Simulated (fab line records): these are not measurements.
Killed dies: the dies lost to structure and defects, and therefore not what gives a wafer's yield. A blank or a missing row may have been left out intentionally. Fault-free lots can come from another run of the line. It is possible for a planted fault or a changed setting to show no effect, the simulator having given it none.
Which tool was responsible?	flow nandHarc	24 lots with 72 wafers sampled at 6 steps, on a route of 1302 steps

## WHAT THE GAUGES READ, wafer by wafer
The record holds no reading of a measuring or inspecting step that can be judged against a usual standard deviation.

## TOOL THAT RAN EACH LOT (tool first, then ch and the chambers of the sampled wafers, then the start)
lot	NHARC_P_ZERO_WELL_ETCH_65	NHARC_P_GATE_DESCUM_31	NHARC_P_GATE_STRIP_76	NHARC_P_GATE_STRIP_113	NHARC_P_CONTACT_ETCH_18	NHARC_P_CONTACT_CMP_24
L074	rieDiel-11 ch 0,3, day 1 21:31	rieDiel-12 ch 1,3, day 5 07:46	plasmaAsher-01 ch 0,1, day 5 22:00	plasmaAsher-02 ch 0,1, day 5 23:28	rieDiel-10 ch 1,2,3, day 6 06:32 or earlier	cmp-01 ch 0,3, day 6 06:32
L075	rieDiel-13 ch 0,1,2, day 2 07:59	rieDiel-02 ch 1,2, day 5 12:38	plasmaAsher-01 ch 0,1, day 6 03:07	plasmaAsher-01 ch 0,1, day 6 04:35	rieDiel-08 ch 0,2,3, day 6 11:36 or earlier	cmp-01 ch 0,1,2, day 6 11:36
L076	rieDiel-11 ch 0,3, day 2 17:35	rieDiel-12 ch 1,2, day 5 18:33	plasmaAsher-01 ch 0,1, day 6 08:47	plasmaAsher-02 ch 0,1, day 6 10:08	rieDiel-05 ch 0,1,3, day 6 17:43 or earlier	cmp-01 ch 0,1,2, day 6 17:43
L077	rieDiel-03 ch 1,2,3, day 3 03:31	rieDiel-02 ch 1,2,3, day 6 11:06	plasmaAsher-02 ch 1, day 7 01:39	plasmaAsher-02 ch 1, day 7 03:11	rieDiel-05 ch 1,3, day 7 10:47 or earlier	cmp-01 ch 0,2,3, day 7 10:47
L078	rieDiel-03 ch 1,2, day 3 13:23	rieDiel-12 ch 1,3, day 6 19:53	plasmaAsher-01 ch 0,1, day 7 09:59	plasmaAsher-01 ch 0,1, day 7 11:33	rieDiel-08 ch 0,1,2, day 7 18:20 or earlier	cmp-01 ch 0,1,2, day 7 18:20
L079	rieDiel-13 ch 1,3, day 3 23:22	rieDiel-12 ch 1,2,3, day 6 22:28	plasmaAsher-02 ch 0,1, day 7 14:55	plasmaAsher-01 ch 0,1, day 7 16:16	rieDiel-05 ch 0,1,2, day 7 23:37 or earlier	cmp-02 ch 1,2,3, day 7 23:37
L080	rieDiel-13 ch 1,2, day 4 09:29	rieDiel-12 ch 0,3, day 7 16:48	plasmaAsher-01 ch 0,1, day 8 07:04	plasmaAsher-02 ch 0,1, day 8 08:38	rieDiel-10 ch 0,1,2, day 8 15:31 or earlier	cmp-02 ch 0,3, day 8 15:31
L081	rieDiel-13 ch 0,3, day 4 19:29	rieDiel-02 ch 1,2, day 7 16:40	plasmaAsher-02 ch 0,1, day 8 07:43	plasmaAsher-01 ch 0,1, day 8 09:17	rieDiel-05 ch 0,1,3, day 8 16:16 or earlier	cmp-02 ch 0,3, day 8 16:16
L082	rieDiel-11 ch 2,3, day 5 05:29	rieDiel-12 ch 0,1, day 8 04:22	plasmaAsher-01 ch 0,1, day 8 18:34	plasmaAsher-02 ch 0,1, day 8 20:07	rieDiel-05 ch 1,2, day 9 03:12 or earlier	cmp-02 ch 0,2,3, day 9 03:12
L083	rieDiel-13 ch 1,2, day 5 15:49	rieDiel-12 ch 0,1,2, day 8 18:02	plasmaAsher-01 ch 0,1, day 9 08:24	plasmaAsher-02 ch 0,1, day 9 09:50	rieDiel-10 ch 1,2, day 9 17:08 or earlier	cmp-01 ch 2,3, day 9 17:08
L084	rieDiel-13 ch 1,2,3, day 6 01:45	rieDiel-09 ch 0,1,2, day 9 07:35	plasmaAsher-02 ch 0,1, day 9 21:58	plasmaAsher-01 ch 0,1, day 9 23:44	rieDiel-08 ch 1,2, day 10 06:38 or earlier	cmp-03 ch 1,2,3, day 10 06:38
L085	rieDiel-03 ch 0,2,3, day 6 11:29	rieDiel-09 ch 2,3, day 9 10:55	plasmaAsher-02 ch 0,1, day 10 01:02	plasmaAsher-02 ch 0,1, day 10 02:43	rieDiel-08 ch 0,2,3, day 10 09:32 or earlier	cmp-03 ch 1,2,3, day 10 09:32
L086	rieDiel-13 ch 0,3, day 6 21:22	rieDiel-09 ch 0,2,3, day 10 04:43	plasmaAsher-02 ch 0,1, day 10 19:07	plasmaAsher-01 ch 0, day 10 20:34	rieDiel-05 ch 1,2, day 11 03:44 or earlier	cmp-01 ch 0,3, day 11 03:44
L087	rieDiel-11 ch 2,3, day 7 07:30	rieDiel-09 ch 1,2, day 11 02:56	plasmaAsher-01 ch 0,1, day 11 17:50	plasmaAsher-01 ch 0,1, day 11 19:35	rieDiel-10 ch 0,1, day 12 02:34 or earlier	cmp-01 ch 0,1,2, day 12 02:34
L088	rieDiel-13 ch 0,2,3, day 7 17:41	rieDiel-02 ch 1,2,3, day 11 02:46	plasmaAsher-01 ch 0,1, day 11 17:14	plasmaAsher-01 ch 0,1, day 11 18:56	rieDiel-08 ch 0,1, day 12 01:43 or earlier	cmp-03 ch 2,3, day 12 01:43
L089	rieDiel-03 ch 0,2,3, day 8 03:40	rieDiel-12 ch 1,2, day 11 03:23	plasmaAsher-01 ch 0,1, day 11 18:19	plasmaAsher-02 ch 0,1, day 11 20:26	rieDiel-10 ch 1,2,3, day 12 03:20 or earlier	cmp-01 ch 0,2,3, day 12 03:20
L090	rieDiel-11 ch 1,2,3, day 8 13:29	rieDiel-02 ch 0,1,3, day 11 18:12	plasmaAsher-02 ch 1, day 12 08:30	plasmaAsher-02 ch 0,1, day 12 10:04	rieDiel-10 ch 0,1, day 12 17:15 or earlier	cmp-02 ch 1,3, day 12 17:15
L091	rieDiel-11 ch 0,2,3, day 8 23:29	rieDiel-12 ch 0,1,3, day 12 02:01	plasmaAsher-01 ch 1, day 12 18:23	plasmaAsher-01 ch 0,1, day 12 19:50	rieDiel-10 ch 0,1,3, day 13 02:54 or earlier	cmp-01 ch 1,3, day 13 02:54
L092	rieDiel-13 ch 0,3, day 9 09:29	rieDiel-09 ch 1,2, day 12 14:56	plasmaAsher-01 ch 0,1, day 13 05:09	plasmaAsher-02 ch 0,1, day 13 06:32	rieDiel-05 ch 1,2, day 13 13:37 or earlier	cmp-02 ch 1,2,3, day 13 13:37
L093	rieDiel-13 ch 0,1,3, day 9 19:22	rieDiel-09 ch 0,3, day 12 18:42	plasmaAsher-02 ch 0,1, day 13 09:08	plasmaAsher-02 ch 0,1, day 13 10:35	rieDiel-10 ch 2,3, day 13 17:40 or earlier	cmp-03 ch 0,2,3, day 13 17:40
L094	rieDiel-11 ch 0,2, day 10 05:52	rieDiel-12 ch 0,2,3, day 13 09:34	plasmaAsher-02 ch 1, day 13 23:39	plasmaAsher-01 ch 1, day 14 01:13	rieDiel-10 ch 1,2,3, day 14 08:20 or earlier	cmp-01 ch 1,2,3, day 14 08:20
L095	rieDiel-13 ch 0,1,2, day 10 15:29	rieDiel-02 ch 0,2, day 13 19:49	plasmaAsher-02 ch 0, day 14 10:01	plasmaAsher-01 ch 1, day 14 11:28	rieDiel-10 ch 0,3, day 14 18:27 or earlier	cmp-01 ch 0,1,2, day 14 18:27
L096	rieDiel-11 ch 0,2,3, day 11 01:21	rieDiel-12 ch 1,2,3, day 13 23:55	plasmaAsher-02 ch 0,1, day 14 14:11	plasmaAsher-01 ch 0,1, day 14 15:31	rieDiel-10 ch 0,1,3, day 14 22:47 or earlier	cmp-02 ch 0,1,3, day 14 22:47
L097	rieDiel-11 ch 0,1,3, day 11 11:32	rieDiel-12 ch 2,3, day 14 16:12	plasmaAsher-02 ch 0,1, day 15 06:34	plasmaAsher-02 ch 0,1, day 15 08:01	rieDiel-10 ch 0,1,2, day 15 15:33 or earlier	cmp-02 ch 0,1,2, day 15 15:33
- NHARC_P_ZERO_WELL_ETCH_65: etches the open film in N2/H2, target depth 80 nm, overetch 24 nm, time 87.88 s.
- NHARC_P_GATE_DESCUM_31: chemistry O2, time 3 s.
- NHARC_P_GATE_STRIP_76: strips in O2.
- NHARC_P_GATE_STRIP_113: strips in N2/H2, time 740 s.
- NHARC_P_CONTACT_ETCH_18: etches the open film in C4F8/O2/Ar, target depth 481 nm, time 240.5 s.
- NHARC_P_CONTACT_CMP_24: polishes, t overpolish 30 s, target thk 200 nm.

## WHAT THE TOOLS THEMSELVES READ (means of the sampled wafers that have a number; where no wafer has one, the mark that the record gives instead)
NHARC_P_ZERO_WELL_ETCH_65. Usual: biasW is 150.0 W with standard deviation 0.48, drypumpMotorCurrentA is 5.7 A with standard deviation 0.56, h2FlowSccm is 150.0 sccm with standard deviation 0.44, oesProductAu is 0.999 a.u. with standard deviation 0.01, rfVppV is 429.2 V with standard deviation 2.5, showerheadPlenumPTorr is 2.00 Torr with standard deviation 0.081, and throttleValvePct is 14.170 % with standard deviation 0.0095.
lot	tool	biasW (W)	drypumpMotorCurrentA (A)	h2FlowSccm (sccm)	oesProductAu (a.u.)	rfVppV (V)	showerheadPlenumPTorr (Torr)	throttleValvePct (%)	flag
L074	rieDiel-11	149.9	6.1	150.0	1.002	425.8	1.89	14.173	
L075	rieDiel-13	150.3	5.6	149.8	0.995	429.6	2.02	14.173	
L076	rieDiel-11	149.9	6.1	150.2	1.002	426.2	1.89	14.174	
L077	rieDiel-03	149.9	5.5	149.8	1.004	430.7	2.04	14.171	
L078	rieDiel-03	150.4	5.1	149.9	1.001	429.0	1.98	14.171	
L079	rieDiel-13	149.8	5.1	150.1	0.991	427.8	1.94	14.173	
L080	rieDiel-13	150.1	5.1	149.8	0.994	429.6	2.01	14.164	
L081	rieDiel-13	150.2	6.1	149.9	0.998	428.8	1.99	14.177	
L082	rieDiel-11	150.5	5.6	149.9	1.018	428.5	1.96	14.174	
L083	rieDiel-13	150.0	5.1	149.4	0.996	429.4	2.01	14.179	
L084	rieDiel-13	150.3	5.2	150.0	0.988	428.1	1.97	14.166	
L085	rieDiel-03	150.1	5.7	150.2	1.003	431.2	2.06	14.167	
L086	rieDiel-13	150.2	5.7	150.0	0.987	426.9	1.94	14.158	
L087	rieDiel-11	150.1	5.6	150.1	1.008	428.3	1.96	14.172	
L088	rieDiel-13	149.8	5.8	150.4	0.993	428.7	1.97	14.176	
L089	rieDiel-03	150.5	5.7	150.4	0.996	431.4	2.05	14.175	
L090	rieDiel-11	149.9	5.9	150.0	0.998	428.5	1.97	14.175	
L091	rieDiel-11	149.8	5.8	150.4	1.005	430.3	2.03	14.169	
L092	rieDiel-13	149.7	5.6	150.1	1.001	427.4	1.93	14.169	
L093	rieDiel-13	149.5	5.5	150.2	1.002	428.2	1.97	14.175	
L094	rieDiel-11	149.7	5.5	150.1	1.006	430.6	2.06	14.164	
L095	rieDiel-13	150.5	5.7	150.0	0.993	429.3	2.00	14.180	
L096	rieDiel-11	150.2	5.8	149.9	1.010	430.0	2.02	14.162	
L097	rieDiel-11	149.7	6.2	149.7	1.009	430.1	2.04	14.168	

NHARC_P_GATE_DESCUM_31. Usual: drypumpMotorCurrentA 5.5 A, standard deviation 0.33; oesProductAu 0.999 a.u., standard deviation 0.0095; rfVppV 57.8 V, standard deviation 0.86; showerheadPlenumPTorr 1.88 Torr, standard deviation 0.07; throttleValvePct 11.312 %, standard deviation 0.0087.
lot	tool	drypumpMotorCurrentA (A)	oesProductAu (a.u.)	rfVppV (V)	showerheadPlenumPTorr (Torr)	throttleValvePct (%)	flag
L074	rieDiel-12	5.7	0.995	57.8	1.83	11.312	
L075	rieDiel-02	5.6	0.997	57.8	1.88	11.306	
L076	rieDiel-12	5.7	0.988	57.7	1.89	11.313	
L077	rieDiel-02	5.6	0.992	58.0	1.89	11.305	
L078	rieDiel-12	5.5	0.998	58.0	1.83	11.315	
L079	rieDiel-12	5.6	1.000	57.6	1.86	11.306	
L080	rieDiel-12	5.3	0.997	57.1	1.83	11.317	
L081	rieDiel-02	5.6	0.992	58.1	1.88	11.313	
L082	rieDiel-12	5.4	0.995	57.4	1.82	11.318	
L083	rieDiel-12	5.5	1.003	57.8	1.86	11.317	
L084	rieDiel-09	5.5	0.999	57.9	1.97	11.318	
L085	rieDiel-09	6.2	1.014	59.2	1.98	11.315	
L086	rieDiel-09	5.7	1.011	57.6	1.93	11.310	
L087	rieDiel-09	5.5	0.993	59.1	2.04	11.317	
L088	rieDiel-02	5.6	1.006	57.7	1.88	11.310	
L089	rieDiel-12	5.7	0.990	58.5	1.89	11.315	
L090	rieDiel-02	5.6	0.996	58.1	1.85	11.312	
L091	rieDiel-12	5.5	0.997	57.2	1.83	11.307	
L092	rieDiel-09	5.5	0.992	58.5	2.04	11.319	
L093	rieDiel-09	5.3	1.009	58.2	1.87	11.320	
L094	rieDiel-12	5.4	0.993	56.2	1.86	11.311	
L095	rieDiel-02	5.5	1.004	57.0	1.84	11.316	
L096	rieDiel-12	5.6	0.999	57.6	1.86	11.317	
L097	rieDiel-12	5.5	1.004	57.8	1.86	11.323	

NHARC_P_GATE_STRIP_76. Usual: drypumpMotorCurrentA 5.7 A, standard deviation 0.53; heaterPowerW 305 W, standard deviation 26.
lot	tool	drypumpMotorCurrentA (A)	heaterPowerW (W)	flag
L074	plasmaAsher-01	5.5	333	
L075	plasmaAsher-01	5.2	322	
L076	plasmaAsher-01	5.5	328	
L077	plasmaAsher-02	6.2	333	
L078	plasmaAsher-01	5.5	331	
L079	plasmaAsher-02	6.1	309	
L080	plasmaAsher-01	5.2	314	
L081	plasmaAsher-02	6.0	289	
L082	plasmaAsher-01	5.2	318	
L083	plasmaAsher-01	5.5	317	
L084	plasmaAsher-02	6.0	287	
L085	plasmaAsher-02	6.0	290	
L086	plasmaAsher-02	6.0	309	
L087	plasmaAsher-01	5.1	323	
L088	plasmaAsher-01	5.2	315	
L089	plasmaAsher-01	5.2	312	
L090	plasmaAsher-02	6.2	316	
L091	plasmaAsher-01	5.8	316	
L092	plasmaAsher-01	5.2	313	
L093	plasmaAsher-02	6.1	294	
L094	plasmaAsher-02	6.2	309	
L095	plasmaAsher-02	5.9	260	
L096	plasmaAsher-02	6.0	287	
L097	plasmaAsher-02	6.0	282	

NHARC_P_GATE_STRIP_113. Usual: drypumpMotorCurrentA 5.7 A, standard deviation 0.53; heaterPowerW 82 W, standard deviation 7.
lot	tool	drypumpMotorCurrentA (A)	heaterPowerW (W)	flag
L074	plasmaAsher-02	6.0	77	
L075	plasmaAsher-01	5.1	86	
L076	plasmaAsher-02	6.1	83	
L077	plasmaAsher-02	6.2	90	
L078	plasmaAsher-01	5.2	85	
L079	plasmaAsher-01	5.5	89	
L080	plasmaAsher-02	6.0	77	
L081	plasmaAsher-01	5.5	84	
L082	plasmaAsher-02	6.0	77	
L083	plasmaAsher-02	6.1	82	
L084	plasmaAsher-01	5.5	85	
L085	plasmaAsher-02	6.1	82	
L086	plasmaAsher-01	4.8	85	
L087	plasmaAsher-01	5.5	85	
L088	plasmaAsher-01	5.5	85	
L089	plasmaAsher-02	6.1	79	
L090	plasmaAsher-02	6.1	78	
L091	plasmaAsher-01	5.1	85	
L092	plasmaAsher-02	6.1	78	
L093	plasmaAsher-02	6.0	78	
L094	plasmaAsher-01	5.8	84	
L095	plasmaAsher-01	5.9	86	
L096	plasmaAsher-01	5.5	83	
L097	plasmaAsher-02	6.0	74	

NHARC_P_CONTACT_ETCH_18. Usual: biasW 1500 W, standard deviation 4.6; oesProductAu 0.951 a.u., standard deviation 0.021; rfVppV 978 V, standard deviation 5.5.
lot	tool	biasW (W)	oesProductAu (a.u.)	rfVppV (V)	flag
L074	rieDiel-10	1501	0.912	978	
L075	rieDiel-08	1501	0.942	981	
L076	rieDiel-05	1498	0.916	973	
L077	rieDiel-05	1498	0.950	976	
L078	rieDiel-08	1501	0.965	978	
L079	rieDiel-05	1502	0.950	976	
L080	rieDiel-10	1493	0.946	982	
L081	rieDiel-05	1501	0.959	973	
L082	rieDiel-05	1502	0.937	980	
L083	rieDiel-10	1502	0.946	978	
L084	rieDiel-08	1503	0.966	976	
L085	rieDiel-08	1500	0.971	980	
L086	rieDiel-05	1498	0.963	978	
L087	rieDiel-10	1499	0.970	986	
L088	rieDiel-08	1500	0.960	976	
L089	rieDiel-10	1498	0.972	979	
L090	rieDiel-10	1501	0.923	987	
L091	rieDiel-10	1499	0.964	982	
L092	rieDiel-05	1500	0.963	979	
L093	rieDiel-10	1501	0.929	974	
L094	rieDiel-10	1498	0.966	978	
L095	rieDiel-10	1502	0.921	979	
L096	rieDiel-10	1501	0.967	981	
L097	rieDiel-10	1503	0.966	982	

NHARC_P_CONTACT_CMP_24. Usual: motorCurrentA 12.1 A, standard deviation 1.2; overpolishRunS 30.002 s, standard deviation 0.0095; timeToEndpointS 41.3 s, standard deviation 2.7.
lot	tool	motorCurrentA (A)	overpolishRunS (s)	timeToEndpointS (s)	flag
L074	cmp-01	11.4	30.006	41.0	
L075	cmp-01	12.5	30.006	43.7	
L076	cmp-01	12.7	30.007	42.2	
L077	cmp-01	11.8	29.995	44.3	
L078	cmp-01	12.4	30.001	43.0	
L079	cmp-02	11.7	30.002	37.5	
L080	cmp-02	12.2	29.991	41.4	
L081	cmp-02	12.5	29.994	38.2	
L082	cmp-02	12.1	30.007	42.7	
L083	cmp-01	11.0	29.996	41.8	
L084	cmp-03	11.7	30.006	37.8	
L085	cmp-03	11.6	30.002	39.7	
L086	cmp-01	11.7	30.000	39.8	
L087	cmp-01	12.0	30.000	43.1	
L088	cmp-03	12.9	30.008	38.9	
L089	cmp-01	11.9	30.004	40.1	
L090	cmp-02	11.9	30.003	40.4	
L091	cmp-01	11.2	29.998	46.0	
L092	cmp-02	12.1	30.011	43.4	
L093	cmp-03	12.6	30.000	42.1	
L094	cmp-01	11.3	29.991	42.1	
L095	cmp-01	12.3	29.999	39.0	
L096	cmp-02	12.1	30.004	42.9	
L097	cmp-02	13.1	29.997	42.0	

## THE ANSWER, worked out from the rows above alone
Rule: a lot is off if the mean of its wafers that have a number lies more than 3 standard deviations from the usual mean. Also off: a lot with no number at a reading for which 4 or more lots have one. The other lots that the step has rows for count as sound. After the gauges, taken in route order, come the tools' own readings; for these a lot's mean is taken, as printed above. The first step at which some lot is off is used, and at that step the reading that is off furthest; a lot without a number counts as furthest.
No lot is off at any reading shown: from this, nothing can be told.

## WHAT WAS PUT IN BY THE SIMULATOR
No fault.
